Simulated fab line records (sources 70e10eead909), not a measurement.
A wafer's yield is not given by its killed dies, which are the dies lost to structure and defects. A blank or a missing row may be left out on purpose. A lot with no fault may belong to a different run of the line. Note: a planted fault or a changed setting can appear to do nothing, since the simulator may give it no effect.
fab line records | flow nand-harc | part 1 of 2: steps 1 to 24 of 35
record lots=5 | wafers=15 | last-day=24
route steps=1159 shown P_M0@257 P_M1@285
lots with no fault: from the same line, run without faults
start-h: hours from the record's opening day to when the first of the lot's shown wafers began | wait-h: how many hours have passed since the lot's step before this one | " identical to the entry in the row above | L1.1+2: a single row standing in for several wafers | - no value, or no start was given | * or withheld: withheld | < > ~ a bound
route shown NAME@n: NAME is a module with steps in the file, n the number in the route of the first one | usual: the fault-free wafers' mean and standard deviation | same: alike in all rows | chamber/n: place in a boat | sites: each site's reading | _std_site: the standard deviation of these | _edge_site: mean of outer sites minus mean of inner sites | radius-mm: for every site, how far away it sits from the centre of the wafer | mask NAME#n: copy n | behind: the tool/chamber that last shaped the wafer | hold: what put the lot on hold/how long, in hours/how the hold closed | device: names the non-switching transistor (n, p or np) | end of line: tests run on the same wafers once the route is complete | a step without rows: its recipe alone | killed: at the first sort, the dies lost to defects and structure; wafer yield is something else | map: a wafer's dies, marking killed ones x, the rest . and places with no die _
set.NAME: the setting the step ran with; set.NAME@STEP: the setting that earlier step ran with | model.NAME: the simulator's own value behind a step, which no gauge read
lots at some steps of the route; a table a step, a row a wafer
services: the hour from which a tool's chamber was out of use, counted from the record's first day as start-h (under 0 if before that day), plus the number of hours and why
## steps
# step NHARC_P_M0_COAT_03
# recipe spin-rpm=1500 | resist-thk-nm=90
# usual exhaust-pa=44.9/0.85
lot.wafer | tool           | chamber | start-h | wait-h | exhaust-pa
L075.4    | litho-track-01 | 0       | -       | -      | 44.4
L075.5    | "              | 0       | "       | "      | 44.6
L075.6    | "              | 0       | "       | "      | 45.6
L077.2    | litho-track-06 | 0       | -       | -      | 44.3
L077.4    | "              | 0       | "       | "      | 45.1
L077.5    | "              | 0       | "       | "      | 45.3
L079.3    | litho-track-04 | 0       | -       | -      | 44.5
L079.4    | "              | 0       | "       | "      | 45.6
L079.5    | "              | 0       | "       | "      | 46.1
L082.2    | litho-track-04 | 0       | -       | -      | 45.2
L082.4    | "              | 0       | "       | "      | 45.1
L082.6    | "              | 0       | "       | "      | 45.3
L092.1    | litho-track-01 | 0       | -       | -      | 44.8
L092.3    | "              | 0       | "       | "      | 46.4
L092.4    | "              | 0       | "       | "      | 44.6
# step NHARC_P_M0_SOFTBAKE_04
# recipe temp-c=105 | time-s=55
# usual exhaust-pa=45.4/0.99 | plate-temp-C=104.99/0.13
lot.wafer | tool           | chamber | start-h | wait-h | exhaust-pa | plate-temp-C
L075.4    | litho-track-01 | 0       | -       | -      | 44.8       | 104.75
L075.5    | "              | 0       | "       | "      | 45.9       | 104.92
L075.6    | "              | 0       | "       | "      | 45.8       | 105.03
L077.2    | litho-track-06 | 0       | -       | -      | 44.3       | 104.88
L077.4    | "              | 0       | "       | "      | 44.3       | 105.01
L077.5    | "              | 0       | "       | "      | 44.4       | 104.95
L079.3    | litho-track-04 | 0       | -       | -      | 46.4       | 104.85
L079.4    | "              | 0       | "       | "      | 46.2       | 104.97
L079.5    | "              | 0       | "       | "      | 47.2       | 104.98
L082.2    | litho-track-04 | 0       | -       | -      | 45.8       | 105.07
L082.4    | "              | 0       | "       | "      | 45.4       | 105.02
L082.6    | "              | 0       | "       | "      | 44.5       | 105.15
L092.1    | litho-track-01 | 0       | -       | -      | 46.3       | 105.10
L092.3    | "              | 0       | "       | "      | 46.5       | 105.12
L092.4    | "              | 0       | "       | "      | 45.1       | 105.18
# step NHARC_P_M0_EBR_05
# usual exhaust-pa=44.9/0.99
lot.wafer | tool           | chamber | start-h | wait-h | exhaust-pa
L075.4    | litho-track-01 | 0       | -       | -      | 46.2
L075.5    | "              | 0       | "       | "      | 45.2
L075.6    | "              | 0       | "       | "      | 44.0
L077.2    | litho-track-06 | 0       | -       | -      | 45.8
L077.4    | "              | 0       | "       | "      | 44.6
L077.5    | "              | 0       | "       | "      | 45.7
L079.3    | litho-track-04 | 0       | -       | -      | 46.3
L079.4    | "              | 0       | "       | "      | 44.9
L079.5    | "              | 0       | "       | "      | 44.6
L082.2    | litho-track-04 | 0       | -       | -      | 44.1
L082.4    | "              | 0       | "       | "      | 46.5
L082.6    | "              | 0       | "       | "      | 46.0
L092.1    | litho-track-01 | 0       | -       | -      | 45.2
L092.3    | "              | 0       | "       | "      | 44.5
L092.4    | "              | 0       | "       | "      | 45.3
# step NHARC_P_M0_EXPOSE_06
# recipe na=1.35 | target-cd-nm=90 | dose-mj=81.28 | mask-id=P_M0
# usual exposure-dose-mJ-cm2=81.27/0.086 | reticle-temp-C=22.99/0.12
lot.wafer | tool            | chamber | start-h | wait-h | mask   | exposure-dose-mJ-cm2 | reticle-temp-C
L075.4    | arfi-scanner-03 | 0       | 124.34  | -      | P_M0#0 | 81.31                | 23.13
L075.5    | "               | 0       | "       | "      | P_M0#0 | 81.30                | 22.99
L075.6    | "               | 0       | "       | "      | P_M0#0 | 81.23                | 23.11
L077.2    | arfi-scanner-01 | 0       | 128.10  | -      | P_M0#0 | 81.30                | 23.34
L077.4    | "               | 0       | "       | "      | P_M0#0 | 81.27                | 23.20
L077.5    | "               | 0       | "       | "      | P_M0#0 | 81.18                | 23.10
L079.3    | arfi-scanner-03 | 0       | 139.55  | -      | P_M0#0 | 81.26                | 23.04
L079.4    | "               | 0       | "       | "      | P_M0#0 | 81.24                | 22.95
L079.5    | "               | 0       | "       | "      | P_M0#0 | 81.20                | 23.03
L082.2    | arfi-scanner-01 | 0       | 161.28  | -      | P_M0#0 | 81.21                | 23.05
L082.4    | "               | 0       | "       | "      | P_M0#0 | 81.33                | 23.02
L082.6    | "               | 0       | "       | "      | P_M0#0 | 81.31                | 22.90
L092.1    | arfi-scanner-03 | 0       | 223.73  | -      | P_M0#0 | 81.18                | 23.06
L092.3    | "               | 0       | "       | "      | P_M0#0 | 81.30                | 22.92
L092.4    | "               | 0       | "       | "      | P_M0#0 | 81.35                | 22.90
# step NHARC_P_M0_PEB_07
# recipe peb-temp-c=100 | peb-time-s=65
# usual exhaust-pa=44.9/0.93 | plate-temp-C=99.99/0.12
lot.wafer | tool           | chamber | start-h | wait-h | exhaust-pa | plate-temp-C
L075.4    | litho-track-01 | 0       | 124.39  | 0.0    | 43.6       | 99.91
L075.5    | "              | 0       | "       | "      | 44.4       | 100.02
L075.6    | "              | 0       | "       | "      | 45.0       | 100.11
L077.2    | litho-track-01 | 0       | 128.15  | 0.1    | 45.5       | 100.01
L077.4    | "              | 0       | "       | "      | 44.5       | 100.09
L077.5    | "              | 0       | "       | "      | 44.8       | 100.03
L079.3    | litho-track-04 | 0       | 139.60  | 0.0    | 44.9       | 100.07
L079.4    | "              | 0       | "       | "      | 46.4       | 100.12
L079.5    | "              | 0       | "       | "      | 44.4       | 100.26
L082.2    | litho-track-06 | 0       | 161.34  | 0.1    | 44.8       | 99.98
L082.4    | "              | 0       | "       | "      | 44.3       | 99.99
L082.6    | "              | 0       | "       | "      | 45.1       | 99.98
L092.1    | litho-track-06 | 0       | 223.79  | 0.1    | 44.2       | 100.01
L092.3    | "              | 0       | "       | "      | 46.6       | 99.96
L092.4    | "              | 0       | "       | "      | 43.8       | 99.99
# step NHARC_P_M0_DEVELOP_08
# recipe develop-time-s=35 | dev-temp-c=23
# usual exhaust-pa=44.9/0.85
lot.wafer | tool           | chamber | start-h | wait-h | exhaust-pa
L075.4    | litho-track-01 | 0       | -       | -      | 44.7
L075.5    | "              | 0       | "       | "      | 46.2
L075.6    | "              | 0       | "       | "      | 45.1
L077.2    | litho-track-01 | 0       | -       | -      | 45.5
L077.4    | "              | 0       | "       | "      | 46.3
L077.5    | "              | 0       | "       | "      | 46.2
L079.3    | litho-track-04 | 0       | -       | -      | 44.1
L079.4    | "              | 0       | "       | "      | 44.9
L079.5    | "              | 0       | "       | "      | 44.8
L082.2    | litho-track-06 | 0       | -       | -      | 45.6
L082.4    | "              | 0       | "       | "      | 45.3
L082.6    | "              | 0       | "       | "      | 44.9
L092.1    | litho-track-06 | 0       | -       | -      | 44.2
L092.3    | "              | 0       | "       | "      | 45.0
L092.4    | "              | 0       | "       | "      | 44.4
# step NHARC_P_M0_CD_MEAS_09
# recipe target-cd-nm=90 | landing-energy-ev=500
# usual cd-nm=89.6/0.73
lot.wafer | tool      | chamber | start-h | wait-h | cd-nm
L075.4    | cd-sem-03 | 0       | 124.47  | -      | 89.5
L075.5    | "         | 0       | "       | "      | 90.1
L075.6    | "         | 0       | "       | "      | 89.7
L077.2    | cd-sem-03 | 0       | 128.23  | -      | 90.0
L077.4    | "         | 0       | "       | "      | 89.2
L077.5    | "         | 0       | "       | "      | 89.6
L079.3    | cd-sem-02 | 0       | 139.68  | -      | 89.8
L079.4    | "         | 0       | "       | "      | 89.8
L079.5    | "         | 0       | "       | "      | 90.6
L082.2    | cd-sem-01 | 0       | 161.42  | -      | 89.2
L082.4    | "         | 0       | "       | "      | 88.7
L082.6    | "         | 0       | "       | "      | 89.8
L092.1    | cd-sem-01 | 0       | 223.87  | -      | 90.3
L092.3    | "         | 0       | "       | "      | 89.1
L092.4    | "         | 0       | "       | "      | 88.4
# step NHARC_P_M0_OVL_MEAS_10
# recipe pitch-nm=180
# usual overlay-x-nm=0.0/0.68 | overlay-y-nm=0.2/0.77
lot.wafer | tool       | chamber | start-h | wait-h | overlay-x-nm | overlay-y-nm
L075.4    | overlay-01 | -       | 124.55  | -      | 0.4          | 0.8
L075.5    | "          | -       | "       | "      | -0.1         | 1.0
L075.6    | "          | -       | "       | "      | -0.2         | 0.4
L077.2    | overlay-02 | -       | 128.33  | -      | -0.7         | 1.3
L077.4    | "          | -       | "       | "      | -0.8         | 1.6
L077.5    | "          | -       | "       | "      | -0.4         | 0.7
L079.3    | overlay-02 | -       | 139.77  | -      | -0.1         | 0.0
L079.4    | "          | -       | "       | "      | -0.1         | 0.1
L079.5    | "          | -       | "       | "      | 0.3          | -0.4
L082.2    | overlay-01 | -       | 161.50  | -      | -1.0         | 0.9
L082.4    | "          | -       | "       | "      | -1.1         | 0.6
L082.6    | "          | -       | "       | "      | -0.8         | 0.8
L092.1    | overlay-02 | -       | 223.95  | -      | 0.7          | 1.0
L092.3    | "          | -       | "       | "      | 0.3          | 1.1
L092.4    | "          | -       | "       | "      | 0.5          | 1.3
# step NHARC_P_M0_INSPECT_11
# usual raw-defect-count=3.9/2.4
lot.wafer | tool              | chamber | start-h | wait-h | raw-defect-count
L075.4    | defect-inspect-01 | -       | 124.59  | 0.0    | 1
L075.5    | "                 | -       | "       | "      | 3
L075.6    | "                 | -       | "       | "      | 2
L077.2    | defect-inspect-02 | -       | 128.37  | 0.0    | 4
L077.4    | "                 | -       | "       | "      | 2
L077.5    | "                 | -       | "       | "      | 3
L079.3    | defect-inspect-02 | -       | 139.80  | 0.0    | 2
L079.4    | "                 | -       | "       | "      | 4
L079.5    | "                 | -       | "       | "      | 4
L082.2    | defect-inspect-01 | -       | 161.54  | 0.0    | 5
L082.4    | "                 | -       | "       | "      | 3
L082.6    | "                 | -       | "       | "      | 6
L092.1    | defect-inspect-02 | -       | 223.99  | 0.0    | 2
L092.3    | "                 | -       | "       | "      | 3
L092.4    | "                 | -       | "       | "      | 5
# step NHARC_P_M0_DESCUM_14
# recipe time-s=3 | o2-flow-sccm=200 | ar-flow-sccm=0 | bias-power-w=0 | chemistry=O2
# usual drypump-motor-current-A=5.5/0.39 | oes-product-au=1.001/0.0095 | rf-vpp-V=57.7/0.9 | showerhead-plenum-p-Torr=1.89/0.1 | throttle-valve-pct=11.311/0.0088
lot.wafer | tool        | chamber | start-h | wait-h | drypump-motor-current-A | oes-product-au | rf-hours-counter-h | rf-vpp-V | showerhead-plenum-p-Torr | throttle-valve-pct
L075.4    | rie-diel-09 | 1       | 124.67  | 0.1    | 5.1                     | 1.000          | 3                  | 56.6     | 1.93                     | 11.304
L075.5    | "           | 2       | "       | "      | 5.3                     | 1.003          | -                  | 57.2     | 1.80                     | 11.330
L075.6    | "           | 3       | "       | "      | 5.3                     | 0.992          | -                  | 58.4     | 2.05                     | 11.309
L077.2    | rie-diel-07 | 3       | 128.43  | 0.1    | 6.6                     | 1.011          | 3                  | 57.5     | 1.79                     | 11.333
L077.4    | "           | 2       | "       | "      | 5.2                     | 1.009          | 3                  | 57.7     | 2.04                     | 11.315
L077.5    | "           | 3       | "       | "      | 6.6                     | 1.015          | -                  | 55.2     | 1.79                     | 11.314
L079.4    | rie-diel-09 | 3       | 139.88  | 0.1    | 5.3                     | 0.975          | 5                  | 58.2     | 2.05                     | 11.314
L079.3    | "           | 0       | "       | "      | 5.1                     | 0.996          | 5                  | 57.6     | 1.80                     | 11.286
L079.5    | "           | 2       | "       | "      | 5.3                     | 0.983          | -                  | 57.5     | 1.80                     | 11.297
L082.4    | rie-diel-07 | 0       | 161.62  | 0.1    | 5.6                     | 0.981          | 7                  | 58.4     | 2.04                     | 11.306
L082.2    | "           | 1       | "       | "      | 5.7                     | 0.989          | 6                  | 57.4     | 1.88                     | 11.317
L082.6    | "           | 2       | "       | "      | 5.1                     | 1.002          | -                  | 59.8     | 2.04                     | 11.302
L092.4    | rie-diel-07 | 0       | 224.05  | 0.1    | 5.6                     | 0.986          | 12                 | 57.8     | 2.04                     | 11.315
L092.1    | "           | 1       | "       | "      | 5.7                     | 0.984          | 10                 | 57.8     | 1.88                     | 11.307
L092.3    | "           | 2       | "       | "      | 5.1                     | 1.017          | 10                 | 58.1     | 2.04                     | 11.320
# step NHARC_P_M0_ETCH_34
# recipe target-depth-a=400 | overetch-a=120 | time-s=43.94 | ion-energy-ev=200 | n2-flow-sccm=150 | h2-flow-sccm=150 | ar-flow-sccm=0 | rf-w=400 | bias-w=150 | chemistry=N2/H2
# usual drypump-motor-current-A=5.6/0.41 | oes-product-au=0.999/0.0095 | rf-vpp-V=430/3.1 | showerhead-plenum-p-Torr=2.02/0.11 | throttle-valve-pct=14.170/0.0095
lot.wafer | tool        | chamber | start-h | wait-h | drypump-motor-current-A | oes-product-au | rf-hours-counter-h | rf-vpp-V | showerhead-plenum-p-Torr | throttle-valve-pct
L075.4    | rie-diel-09 | 3       | 124.75  | 0.1    | 5.3                     | 0.987          | 3                  | 436      | 2.19                     | 14.178
L075.6    | "           | 0       | "       | "      | 5.1                     | 1.003          | -                  | 427      | 1.91                     | 14.173
L075.5    | "           | 1       | "       | "      | 5.1                     | 1.014          | -                  | 430      | 2.06                     | 14.167
L077.2    | rie-diel-07 | 0       | 128.53  | 0.1    | 5.6                     | 0.982          | 4                  | 434      | 2.18                     | 14.182
L077.4    | "           | 1       | "       | "      | 5.7                     | 0.979          | 4                  | 430      | 2.00                     | 14.163
L077.5    | "           | 3       | "       | "      | 6.6                     | 1.005          | -                  | 427      | 1.90                     | 14.170
L079.4    | rie-diel-09 | 2       | 139.95  | 0.1    | 5.3                     | 0.995          | 5                  | 427      | 1.92                     | 14.164
L079.3    | "           | 0       | "       | "      | 5.1                     | 0.996          | 5                  | 426      | 1.91                     | 14.167
L079.5    | "           | 2       | "       | "      | 5.3                     | 1.004          | -                  | 428      | 1.92                     | 14.188
L082.4    | rie-diel-07 | 3       | 161.69  | 0.1    | 6.6                     | 1.001          | 6                  | 427      | 1.90                     | 14.159
L082.2    | "           | 0       | "       | "      | 5.6                     | 0.989          | 7                  | 433      | 2.18                     | 14.160
L082.6    | "           | 3       | "       | "      | 6.6                     | 1.005          | -                  | 426      | 1.90                     | 14.180
L092.4    | rie-diel-07 | 0       | 224.14  | 0.1    | 5.6                     | 1.008          | 12                 | 435      | 2.18                     | 14.158
L092.3    | "           | 2       | "       | "      | 5.1                     | 0.997          | 10                 | 433      | 2.18                     | 14.162
L092.1    | "           | 3       | "       | "      | 6.6                     | 1.005          | 11                 | 427      | 1.90                     | 14.158
# step NHARC_P_M0_ETCH_15
# recipe target-depth-a=1500 | overetch-a=150 | time-s=82.5 | c4f8-flow-sccm=withheld | ar-flow-sccm=400 | rf-w=600 | bias-w=300 | chemistry=C4F8/Ar
# usual oes-product-au=0.951/0.024 | rf-vpp-V=440/3.2
lot.wafer | tool        | chamber | start-h | wait-h | oes-product-au | rf-hours-counter-h | rf-vpp-V
L075.4    | rie-diel-09 | 3       | -       | -      | 0.950          | 3                  | 444
L075.5    | "           | 3       | "       | "      | 0.945          | -                  | 445
L075.6    | "           | 0       | "       | "      | 0.965          | -                  | 437
L077.4    | rie-diel-07 | 3       | -       | -      | 0.971          | 3                  | 436
L077.2    | "           | 0       | "       | "      | 0.956          | 4                  | 445
L077.5    | "           | 2       | "       | "      | 0.983          | -                  | 444
L079.4    | rie-diel-09 | 3       | -       | -      | 0.943          | 5                  | 445
L079.3    | "           | 1       | "       | "      | 0.968          | 5                  | 442
L079.5    | "           | 3       | "       | "      | 0.948          | -                  | 445
L082.2    | rie-diel-07 | 1       | -       | -      | 0.924          | 6                  | 439
L082.4    | "           | 0       | "       | "      | 0.918          | 7                  | 446
L082.6    | "           | 1       | "       | "      | 0.911          | -                  | 441
L092.3    | rie-diel-07 | 2       | -       | -      | 0.976          | 10                 | 446
L092.4    | "           | 3       | "       | "      | 0.984          | 11                 | 437
L092.1    | "           | 1       | "       | "      | 0.946          | 10                 | 441
# step NHARC_P_M0_CD_MEAS_16
# usual cd-nm=89.6/1.1
lot.wafer | tool      | chamber | start-h | wait-h | cd-nm
L075.4    | cd-sem-01 | -       | 124.96  | -      | 89.0
L075.5    | "         | -       | "       | "      | 90.6
L075.6    | "         | -       | "       | "      | 89.4
L077.2    | cd-sem-01 | -       | 128.73  | -      | 89.1
L077.4    | "         | -       | "       | "      | 89.5
L077.5    | "         | -       | "       | "      | 88.1
L079.3    | cd-sem-03 | -       | 140.17  | -      | 91.2
L079.4    | "         | -       | "       | "      | 88.8
L079.5    | "         | -       | "       | "      | 89.7
L082.2    | cd-sem-02 | -       | 161.90  | -      | 89.5
L082.4    | "         | -       | "       | "      | 88.2
L082.6    | "         | -       | "       | "      | 91.1
L092.1    | cd-sem-02 | -       | 224.35  | -      | 91.0
L092.3    | "         | -       | "       | "      | 90.1
L092.4    | "         | -       | "       | "      | 88.4
# step NHARC_P_M0_STRIP_18
# recipe power-w=1000 | n2-flow-sccm=150 | h2-flow-sccm=150 | ar-flow-sccm=0 | bias-w=0 | chemistry=N2/H2
# usual drypump-motor-current-A=5.6/0.46 | oes-product-au=1.000/0.0094 | power-w=1000/3.1 | rf-vpp-V=90.6/1.1 | showerhead-plenum-p-Torr=2.03/0.12 | throttle-valve-pct=14.171/0.0088
lot.wafer | tool        | chamber | start-h | wait-h | drypump-motor-current-A | oes-product-au | power-w | rf-hours-counter-h | rf-vpp-V | showerhead-plenum-p-Torr | throttle-valve-pct
L075.4    | rie-diel-07 | 1       | 125.02  | 0.1    | 5.6                     | 1.000          | 996     | 4                  | 90.9     | 2.01                     | 14.165
L075.6    | "           | 1       | "       | "      | 5.7                     | 0.996          | 1003    | -                  | 90.5     | 2.00                     | 14.159
L075.5    | "           | 2       | "       | "      | 5.2                     | 1.009          | 1001    | -                  | 92.7     | 2.18                     | 14.179
L077.2    | rie-diel-09 | 3       | 128.86  | 0.1    | 5.3                     | 0.986          | 997     | 3                  | 91.8     | 2.19                     | 14.167
L077.4    | "           | 0       | "       | "      | 5.1                     | 1.000          | 1000    | 3                  | 88.6     | 1.91                     | 14.183
L077.5    | "           | 1       | "       | "      | 5.0                     | 0.990          | 999     | -                  | 89.8     | 2.06                     | 14.170
L079.3    | rie-diel-07 | 2       | 140.27  | 0.1    | 5.1                     | 0.998          | 1001    | 4                  | 91.0     | 2.18                     | 14.178
L079.4    | "           | 0       | "       | "      | 5.6                     | 0.998          | 1002    | 5                  | 90.8     | 2.18                     | 14.173
L079.5    | "           | 1       | "       | "      | 5.7                     | 0.987          | 1005    | -                  | 89.7     | 2.00                     | 14.169
L082.2    | rie-diel-07 | 1       | 162.00  | 0.1    | 5.6                     | 0.995          | 997     | 6                  | 90.5     | 2.00                     | 14.184
L082.4    | "           | 3       | "       | "      | 6.6                     | 1.010          | 1000    | 6                  | 89.6     | 1.90                     | 14.187
L082.6    | "           | 0       | "       | "      | 5.6                     | 0.986          | 1000    | -                  | 92.1     | 2.18                     | 14.174
L092.4    | rie-diel-04 | 1       | 224.43  | 0.1    | 5.4                     | 1.003          | 999     | 8                  | 92.2     | 2.16                     | 14.161
L092.3    | "           | 2       | "       | "      | 5.9                     | 1.008          | 1005    | 8                  | 89.9     | 1.91                     | 14.172
L092.1    | "           | 3       | "       | "      | 5.9                     | 0.997          | 996     | 8                  | 91.7     | 1.95                     | 14.178
# step NHARC_P_M0_STRIP_19
# recipe time-s=600 | temp-c=30 | chemistry=post-etch-residue-remover
lot.wafer  | tool         | chamber | start-h | wait-h
L075.5+4+6 | wet-bench-07 | 0,1,5   | 125.30  | -
L077.5+2+4 | wet-bench-02 | 2,3,6   | 129.08  | -
L079.4+5+3 | wet-bench-01 | 7,0,2   | 140.53  | -
L082.4+2+6 | wet-bench-02 | 6,1,2   | 162.25  | -
L092.1+4+3 | wet-bench-01 | 2,3,6   | 224.70  | -
# step NHARC_P_M0_DEGAS_28
# recipe temp-c=250 | time-s=60
# usual heater-power-w=323/24
lot.wafer | tool           | chamber | start-h | wait-h | heater-power-w
L075.4    | pvd-sputter-01 | -       | 125.56  | -      | 331
L075.6    | "              | -       | "       | "      | 329
L075.5    | "              | -       | "       | "      | 319
L077.2    | pvd-sputter-02 | -       | 129.35  | -      | 339
L077.4    | "              | -       | "       | "      | 357
L077.5    | "              | -       | "       | "      | 300
L079.4    | pvd-sputter-01 | -       | 140.80  | -      | 312
L079.3    | "              | -       | "       | "      | 341
L079.5    | "              | -       | "       | "      | 331
L082.2    | pvd-sputter-02 | -       | 162.52  | -      | 298
L082.4    | "              | -       | "       | "      | 269
L082.6    | "              | -       | "       | "      | 273
L092.4    | pvd-sputter-02 | -       | 224.97  | -      | 285
L092.3    | "              | -       | "       | "      | 281
L092.1    | "              | -       | "       | "      | 328
# step NHARC_P_M0_PRE_CLEAN_29
# recipe time-s=30 | temp-c=280 | gas=H2/He
# usual heater-power-w=399/30
lot.wafer | tool           | chamber | start-h | wait-h | heater-power-w
L075.4    | pvd-sputter-01 | -       | -       | -      | 408
L075.5    | "              | -       | "       | "      | 427
L075.6    | "              | -       | "       | "      | 388
L077.4    | pvd-sputter-02 | -       | -       | -      | 418
L077.2    | "              | -       | "       | "      | 337
L077.5    | "              | -       | "       | "      | 435
L079.3    | pvd-sputter-01 | -       | -       | -      | 386
L079.4    | "              | -       | "       | "      | 388
L079.5    | "              | -       | "       | "      | 386
L082.4    | pvd-sputter-02 | -       | -       | -      | 431
L082.2    | "              | -       | "       | "      | 341
L082.6    | "              | -       | "       | "      | 443
L092.1    | pvd-sputter-02 | -       | -       | -      | 399
L092.3    | "              | -       | "       | "      | 401
L092.4    | "              | -       | "       | "      | 332
# step NHARC_P_M0_PVD_20
# recipe target-thk-a=50 | bias-v=168.6 | power-w=15000 | chamber-pressure-pa=0.12 | time-s=8.06 | substrate-temp-c=50 | material=TaN
# usual bias-v=168.7/1.8 | throttle-valve-pct=30.4/1.1
lot.wafer | tool           | chamber | start-h | wait-h | bias-v | throttle-valve-pct
L075.4    | pvd-sputter-01 | -       | -       | -      | 167.4  | 30.7
L075.6    | "              | -       | "       | "      | 166.0  | 30.2
L075.5    | "              | -       | "       | "      | 167.3  | 30.5
L077.4    | pvd-sputter-02 | -       | -       | -      | 166.5  | 30.0
L077.2    | "              | -       | "       | "      | 166.2  | 28.3
L077.5    | "              | -       | "       | "      | 165.8  | 30.5
L079.3    | pvd-sputter-01 | -       | -       | -      | 171.0  | 31.2
L079.4    | "              | -       | "       | "      | 171.0  | 30.4
L079.5    | "              | -       | "       | "      | 167.0  | 32.1
L082.4    | pvd-sputter-02 | -       | -       | -      | 168.0  | 30.0
L082.2    | "              | -       | "       | "      | 170.4  | 30.1
L082.6    | "              | -       | "       | "      | 170.3  | 30.0
L092.1    | pvd-sputter-02 | -       | -       | -      | 168.6  | 29.6
L092.3    | "              | -       | "       | "      | 169.2  | 28.7
L092.4    | "              | -       | "       | "      | 170.8  | 30.7
# step NHARC_P_M0_PVD_21
# recipe target-thk-a=300 | chamber-pressure-pa=5 | power-w=5000 | substrate-temp-c=30 | time-s=20.49 | material=Cu
# usual throttle-valve-pct=30.3/1
lot.wafer | tool           | chamber | start-h | wait-h | throttle-valve-pct
L075.4    | pvd-sputter-01 | -       | -       | -      | 30.2
L075.6    | "              | -       | "       | "      | 31.0
L075.5    | "              | -       | "       | "      | 29.9
L077.4    | pvd-sputter-02 | -       | -       | -      | 30.3
L077.2    | "              | -       | "       | "      | 28.3
L077.5    | "              | -       | "       | "      | 30.3
L079.3    | pvd-sputter-01 | -       | -       | -      | 30.3
L079.4    | "              | -       | "       | "      | 30.3
L079.5    | "              | -       | "       | "      | 30.0
L082.4    | pvd-sputter-02 | -       | -       | -      | 30.2
L082.2    | "              | -       | "       | "      | 28.1
L082.6    | "              | -       | "       | "      | 30.2
L092.3    | pvd-sputter-02 | -       | -       | -      | 30.7
L092.4    | "              | -       | "       | "      | 29.4
L092.1    | "              | -       | "       | "      | 29.0
# step NHARC_P_M0_ECD_22
# recipe target-thk-a=4000 | bath-temp-c=25 | material=Cu
lot.wafer  | tool      | chamber | start-h | wait-h
L075.4+6+5 | ecd-cu-02 | 0,1,0   | 126.07  | -
L077.2+4+5 | ecd-cu-02 | 0,1,1   | 129.76  | -
L079.3+4+5 | ecd-cu-02 | 1,0,1   | 141.25  | -
L082.2+4+6 | ecd-cu-01 | 1,0,0   | 162.88  | -
L092.1+3+4 | ecd-cu-02 | 1,0,1   | 225.38  | -
# step NHARC_P_M0_ANNEAL_30
# recipe temp-c=225 | time-s=90
# usual wafer_temp_C_max=226.2/0.3
lot.wafer | tool          | chamber | start-h | wait-h | wafer_temp_C_max
L075.4    | rtp-anneal-01 | 0       | 126.46  | -      | 225.9
L075.5    | "             | 0       | "       | "      | 225.9
L075.6    | "             | 0       | "       | "      | 226.1
L077.2    | rtp-anneal-01 | 0       | 130.17  | -      | 225.7
L077.4    | "             | 0       | "       | "      | 226.3
L077.5    | "             | 0       | "       | "      | 226.5
L079.3    | rtp-anneal-01 | 0       | 141.63  | -      | 226.0
L079.4    | "             | 0       | "       | "      | 226.0
L079.5    | "             | 0       | "       | "      | 226.1
L082.2    | rtp-anneal-02 | 0       | 163.30  | -      | 226.7
L082.4    | "             | 0       | "       | "      | 226.8
L082.6    | "             | 0       | "       | "      | 226.3
L092.1    | rtp-anneal-02 | 0       | 225.71  | 0.3    | 226.5
L092.3    | "             | 0       | "       | "      | 226.2
L092.4    | "             | 0       | "       | "      | 226.4
# step NHARC_P_M0_CMP_23
# recipe t-overpolish-s=20 | target-thk-nm=117.53
# usual motor-current-A=12.0/1.1 | time-to-endpoint-s=28.4/2.4
lot.wafer | tool   | chamber | start-h | wait-h | motor-current-A | time-to-endpoint-s
L075.4    | cmp-04 | 1       | 126.71  | -      | 10.6            | 32.7
L075.5    | "      | 3       | "       | "      | 13.2            | 26.2
L075.6    | "      | 0       | "       | "      | 12.7            | 27.1
L077.4    | cmp-04 | 0       | 130.46  | -      | 13.6            | 26.8
L077.2    | "      | 2       | "       | "      | 12.2            | 28.5
L077.5    | "      | 1       | "       | "      | 11.0            | 30.9
L079.3    | cmp-02 | 1       | 141.90  | -      | 11.1            | 30.2
L079.4    | "      | 3       | "       | "      | 9.8             | 25.3
L079.5    | "      | 1       | "       | "      | 11.1            | 30.6
L082.2    | cmp-01 | 0       | 163.65  | -      | 12.1            | 30.3
L082.4    | "      | 1       | "       | "      | 12.1            | 27.2
L082.6    | "      | 3       | "       | "      | 13.2            | 26.8
L092.1    | cmp-02 | 3       | 226.07  | -      | 10.0            | 25.0
L092.4    | "      | 0       | "       | "      | 12.0            | 29.7
L092.3    | "      | 1       | "       | "      | 11.4            | 28.3
# step NHARC_P_M0_THK_MEAS_24
# recipe thk-meas-gauge=xrf
# usual thk-nm=117.3/1.7
lot.wafer | tool          | chamber | start-h | wait-h | thk-nm
L075.4    | film-metro-01 | -       | 126.97  | -      | 118.1
L075.5    | "             | -       | "       | "      | 116.2
L075.6    | "             | -       | "       | "      | 116.1
L077.2    | film-metro-02 | -       | 130.78  | -      | 114.9
L077.4    | "             | -       | "       | "      | 116.0
L077.5    | "             | -       | "       | "      | 118.8
L079.3    | film-metro-01 | -       | 142.18  | -      | 119.3
L079.4    | "             | -       | "       | "      | 116.2
L079.5    | "             | -       | "       | "      | 118.3
L082.2    | film-metro-02 | -       | 163.91  | -      | 114.5
L082.4    | "             | -       | "       | "      | 115.5
L082.6    | "             | -       | "       | "      | 114.8
L092.1    | film-metro-02 | -       | 226.39  | -      | 117.0
L092.3    | "             | -       | "       | "      | 117.3
L092.4    | "             | -       | "       | "      | 117.1
# step NHARC_P_M0_SRD_25
lot.wafer  | tool         | chamber | start-h | wait-h
L075.4+6+5 | wet-bench-10 | 5,6,0   | 127.01  | 0.0
L077.4+2+5 | wet-bench-10 | 1,2,4   | 130.83  | 0.0
L079.4+5+3 | wet-bench-10 | 4,0,1   | 142.22  | 0.0
L082.2+6+4 | wet-bench-10 | 6,7,3   | 163.95  | 0.0
L092.1+3+4 | wet-bench-08 | 1,3,5   | 226.43  | 0.0
